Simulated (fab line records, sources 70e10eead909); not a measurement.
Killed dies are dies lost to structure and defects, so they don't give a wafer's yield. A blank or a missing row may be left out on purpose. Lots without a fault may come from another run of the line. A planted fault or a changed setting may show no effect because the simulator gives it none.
Chamber matching | flow nand_harc | NHARC_A_M0_PRE_CLEAN_31 on pecvd-01: 3 sister chambers
The step time 12 s. 6 wafers are shown with their chamber, then 10 later ones without.

WAFERS WITH THEIR CHAMBER
wafer  | chamber | heater_power_w (W)
L076.2 | 1       | 612
L078.3 | 1       | 682
L081.3 | 2       | 575
L081.6 | 0       | 584
L083.1 | 2       | 573
L083.2 | 0       | 576

WAFERS WITHOUT THEIR CHAMBER
wafer  | heater_power_w (W)
L083.5 | 583
L085.3 | 688
L085.5 | 684
L085.6 | 525
L095.1 | 555
L095.4 | 584
L095.5 | 677
L096.1 | 627
L096.3 | 607
L096.4 | 619

WHICH CHAMBER EACH WENT THROUGH
wafer  | from the rows above          | in truth
L083.5 | can't be placed: 0 or 2      | 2
L085.3 | 1                            | 1
L085.5 | 1                            | 1
L085.6 | can't be placed: 2 or 0      | 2
L095.1 | can't be placed: 2 or 0      | 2
L095.4 | can't be placed: 0 or 2      | 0
L095.5 | 1                            | 1
L096.1 | can't be placed: 1 or 0 or 2 | 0
L096.3 | can't be placed: 0 or 2 or 1 | 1
L096.4 | can't be placed: 1 or 0 or 2 | 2
Placed correctly: 3 of 10. Can't be placed from these rows: 7 (the true chamber is among the candidates in 7). Placed wrongly: 0.
How it was worked out, from the rows above alone: a wafer's distance from a chamber is the root of the sum, over the readings, of the square of ((its reading less the chamber's mean) divided by the reading's scatter). The wafer belongs to the nearest chamber; if the next one is less than 2 further off, it can't be placed. A chamber's mean is the mean of its shown wafers. The scatter: the root of (the sum of the squares of (reading less its chamber's mean) over the shown wafers, divided by (wafers less chambers)).
